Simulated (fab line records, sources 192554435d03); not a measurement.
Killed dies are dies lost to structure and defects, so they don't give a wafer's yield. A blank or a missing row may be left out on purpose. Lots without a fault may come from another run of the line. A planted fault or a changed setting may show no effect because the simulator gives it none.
Chamber matching | flow n5_finfet | N5_SD_EPI_P_ETCH_37 on rie_diel-02: 4 sister chambers
The step etches SOC in N2/H2, overetch 108 nm, time 486 s. 4 wafers are shown with their chamber, then 12 later ones without.

WAFERS WITH THEIR CHAMBER
wafer  | chamber | drypump_motor_current_A (A)
L088.4 | 3       | 6.3
L088.6 | 2       | 5.2
L090.1 | 0       | 5.7
L090.4 | 1       | 5.7

WAFERS WITHOUT THEIR CHAMBER
wafer  | drypump_motor_current_A (A)
L092.1 | 6.3
L092.2 | 5.7
L092.4 | 5.7
L095.3 | 5.2
L095.4 | 5.7
L095.6 | 5.2
L096.1 | 5.7
L096.4 | 6.3
L096.5 | 5.7
L097.1 | 5.7
L097.3 | 5.7
L097.5 | 5.1

WHICH CHAMBER EACH WENT THROUGH
wafer  | from the rows above     | in truth
L092.1 | 3                       | 3
L092.2 | can't be placed: 0 or 1 | 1
L092.4 | can't be placed: 0 or 1 | 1
L095.3 | 2                       | 2
L095.4 | can't be placed: 0 or 1 | 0
L095.6 | 2                       | 2
L096.1 | can't be placed: 0 or 1 | 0
L096.4 | 3                       | 3
L096.5 | can't be placed: 0 or 1 | 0
L097.1 | can't be placed: 0 or 1 | 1
L097.3 | can't be placed: 0 or 1 | 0
L097.5 | 2                       | 2
Placed correctly: 5 of 12. Can't be placed from these rows: 7 (the true chamber is among the candidates in 7). Placed wrongly: 0.
How it was worked out, from the rows above alone: a wafer's distance from a chamber is the root of the sum, over the readings, of the square of ((its reading less the chamber's mean) divided by the reading's scatter). The wafer belongs to the nearest chamber; if the next one is less than 2 further off, it can't be placed. A chamber's mean is the mean of its shown wafers. The scatter: with one shown wafer a chamber, the root of the mean of the squares of how far each hidden wafer lies from its nearest shown one.
